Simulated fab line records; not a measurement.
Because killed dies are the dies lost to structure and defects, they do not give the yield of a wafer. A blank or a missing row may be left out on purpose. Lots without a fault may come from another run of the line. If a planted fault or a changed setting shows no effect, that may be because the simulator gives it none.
Struck lot and sound lot, side by side + flow nandHarc + 32 steps out of a route of 1302
Sound: wafers L194.1, L194.2, L194.6. The struck wafers were L201.2, L201.3, L201.5. The cause is named last.
Order at every step that has rows: each side's tool, ch and its chambers, its first start. Under that, the readings that differ: sound wafers + struck wafers + difference of the means + sigmas: that difference in standard deviations of wafers without a fault.
alike: words and numbers the same on both sides, and readings whose means are apart by under 2 such deviations; not compared: readings that were withheld, readings missing a value for some wafer, numbers with overlapping values and no deviation given by the record, and bounds like >300 which may hide the same value.
Wherever a step has rows on one side only, a row that says differs or no value, or a row with sigmas, the two part there. Numbers that don't overlap but have no deviation are shown without sigmas and don't part them. A reading that every wafer of one side lacks parts them only if that side has two wafers or more.

first, 5 steps without rows for these wafers: NHARC_A_ONON_D2_DEP_19 (target thk 1000 nm); NHARC_A_ONON_D2_DEP_22 (target thk 1000 nm); NHARC_A_ONON_D2_DEP_25 (target thk 1000 nm); NHARC_A_ONON_D2_DEP_28 (target thk 1000 nm); NHARC_A_ONON_D2_DEP_33 (deposits SiO2, target thk 200 nm).
NHARC_A_CHANNEL_HOLE_D2_DEP_00: deposits aC, target thk 3100 nm.
  sound on aclDep-01 ch 0, day 13 13:40; struck on aclDep-02 ch 0, day 16 16:31
| reading              | sound                | struck               | difference | sigmas |
|----------------------|----------------------|----------------------|------------|--------|
| throttleValvePct (%) | 34.992 34.992 34.981 | 34.993 35.017 35.008 | +0.018     | +2     |
then, 25 steps without rows for these wafers: NHARC_A_CHANNEL_HOLE_D2_DEP_01 (deposits SiON, target thk 140 nm); NHARC_A_CHANNEL_HOLE_D2_DEHYDRATE_02 (time 120 s); NHARC_A_CHANNEL_HOLE_D2_HMDS_03 (time 30 s); NHARC_A_CHANNEL_HOLE_D2_COAT_36 (time 75 s); NHARC_A_CHANNEL_HOLE_D2_COAT_37 (time 65 s); NHARC_A_CHANNEL_HOLE_D2_COAT_04 (resist thk 90 nm); NHARC_A_CHANNEL_HOLE_D2_SOFTBAKE_05 (time 55 s); NHARC_A_CHANNEL_HOLE_D2_EBR_06; NHARC_A_CHANNEL_HOLE_D2_EXPOSE_07 (exposes mask HOLE D2, target cd 100 nm); NHARC_A_CHANNEL_HOLE_D2_PEB_08 (peb time 65 s); NHARC_A_CHANNEL_HOLE_D2_DEVELOP_09 (develop time 35 s); NHARC_A_CHANNEL_HOLE_D2_DESCUM_15 (chemistry O2, time 3 s); NHARC_A_CHANNEL_HOLE_D2_ETCH_38 (etches the open film in CF4, target depth 39 nm, time 65 s); NHARC_A_CHANNEL_HOLE_D2_ETCH_39 (etches the open film in N2/H2, target depth 260 nm, time 325 s); NHARC_A_CHANNEL_HOLE_D2_ETCH_34 (etches the open film in CF4/CHF3, target depth 154 nm, time 77 s); NHARC_A_CHANNEL_HOLE_D2_ETCH_16 (etches the open film in O2/COS, target depth 3100 nm, time 806 s); NHARC_A_CHANNEL_HOLE_D2_ETCH_19 (etches the open film in C4F8/O2/Ar, time 34.5 s); NHARC_A_CHANNEL_HOLE_D2_ETCH_20 (etches the open film in C4F8/O2/Ar, time 361.9 s, target depth 1600 nm); NHARC_A_CHANNEL_HOLE_D2_ETCH_21 (etches the open film in C4F8/O2/Ar, time 514.3 s, target depth 1600 nm); NHARC_A_CHANNEL_HOLE_D2_ETCH_22 (etches the open film in C4F8/O2/Ar, time 666.7 s, target depth 1600 nm); NHARC_A_CHANNEL_HOLE_D2_ETCH_23 (etches the open film in C4F8/O2/Ar, time 819 s, target depth 1600 nm); NHARC_A_CHANNEL_HOLE_D2_ETCH_24 (etches the open film in C4F8/O2/Ar, time 906.2 s, target depth 1500 nm); NHARC_A_CHANNEL_HOLE_D2_ETCH_25 (etches the open film in C4F8/O2/Ar, time 1040.2 s, target depth 1500 nm); NHARC_A_CHANNEL_HOLE_D2_ETCH_26 (etches the open film in C4F8/O2/Ar, time 224.1 s, target depth 300 nm); NHARC_A_CHANNEL_HOLE_D2_ETCH_27 (etches the open film in C4F8/O2/Ar, time 90 s, target depth 400 nm).
-- record jumps: 12 days between struck wafers' starts before vs after; left off in module A_CHANNEL_HOLE_D2, resumes in module END, first step shown is number 1302 of the route --
NHARC_END_SORT_01:
  here the record holds rows for the struck wafers (prober-01 ch 0, day 28 09:13) but none for the sound ones

== WHERE THEY PART ==
Earliest at NHARC_A_CHANNEL_HOLE_D2_DEP_00; latest, in this record, at NHARC_END_SORT_01.

WHY: the cause the simulator had injected
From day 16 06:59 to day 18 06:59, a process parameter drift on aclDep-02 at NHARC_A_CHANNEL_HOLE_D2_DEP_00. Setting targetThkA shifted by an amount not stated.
